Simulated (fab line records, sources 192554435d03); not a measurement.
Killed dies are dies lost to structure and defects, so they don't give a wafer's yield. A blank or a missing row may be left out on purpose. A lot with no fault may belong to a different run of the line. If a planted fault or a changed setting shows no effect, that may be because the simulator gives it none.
Chamber matching | flow n5-finfet | N5_BEOL_M12_TRENCH_ETCH_34 on rie-diel-02 has 4 sister chambers
The step etches SiOC in C4F8/O2/Ar, target depth 318.95 nm, time 125.5 s. 14 wafers are shown with their chamber, then 7 later ones without.

== WAFERS, EACH WITH ITS CHAMBER ==
wafer  | chamber | showerhead-plenum-p-Torr (Torr) | throttle-valve-pct (%) | drypump-motor-current-A (A)
L074.1 | 3       | 3.52                            | 23.97                  | 6.3
L074.2 | 1       | 3.62                            | 23.87                  | 5.6
L074.3 | 0       | 3.45                            | 24.11                  | 6.0
L080.2 | 2       | 3.27                            | 24.30                  | 5.9
L080.4 | 3       | 3.51                            | 23.97                  | 6.3
L080.6 | 3       | 3.51                            | 23.98                  | 6.3
L082.1 | 3       | 3.51                            | 23.98                  | 6.3
L082.4 | 2       | 3.27                            | 24.32                  | 5.9
L082.5 | 3       | 3.51                            | 23.98                  | 6.3
L084.1 | 1       | 3.61                            | 23.88                  | 5.6
L084.3 | 2       | 3.27                            | 24.30                  | 5.9
L084.4 | 0       | 3.44                            | 24.12                  | 6.0
L087.1 | 0       | 3.44                            | 24.13                  | 5.9
L087.3 | 2       | 3.26                            | 24.32                  | 5.9

SIGNATURES (averages over the wafers above)
reading                  | chamber 0 | chamber 1 | chamber 2 | chamber 3 | scatter within a chamber
showerhead-plenum-p-Torr | 3.4433    | 3.6150    | 3.2675    | 3.5120    | 0.00521
throttle-valve-pct       | 24.1200   | 23.8750   | 24.3100   | 23.9760   | 0.00877
drypump-motor-current-A  | 5.967     | 5.600     | 5.900     | 6.300     | 0.0258
Rule: for a wafer and a chamber, the distance is found by dividing, reading by reading, the gap between the wafer's reading and the chamber's mean by the reading's scatter, squaring, summing and taking the root. The wafer belongs to the nearest chamber; if the next one is less than 2 further off, it can't be placed. The scatter: take each reading less its chamber's mean, square it, sum over the shown wafers, divide by the number of wafers less the number of chambers, and take the root.

== WAFERS WITHOUT THEIR CHAMBER ==
wafer  | showerhead-plenum-p-Torr (Torr) | throttle-valve-pct (%) | drypump-motor-current-A (A)
L087.6 | 3.60                            | 23.89                  | 5.6
L094.1 | 3.25                            | 24.33                  | 5.9
L094.3 | 3.59                            | 23.91                  | 5.6
L094.5 | 3.50                            | 23.80                  | 6.3
L097.1 | 3.49                            | 23.81                  | 6.3
L097.3 | 3.43                            | 24.15                  | 6.0
L097.5 | 3.59                            | 23.94                  | 5.6

== CHAMBER TAKEN BY EACH ==
wafer  | from the rows above | in truth
L087.6 | 1                   | 1
L094.1 | 2                   | 2
L094.3 | 1                   | 1
L094.5 | 3                   | 3
L097.1 | 3                   | 3
L097.3 | 0                   | 0
L097.5 | 1                   | 1
Placed correctly: 7 of 7. Not placeable from these rows: 0. Placed wrongly: 0.
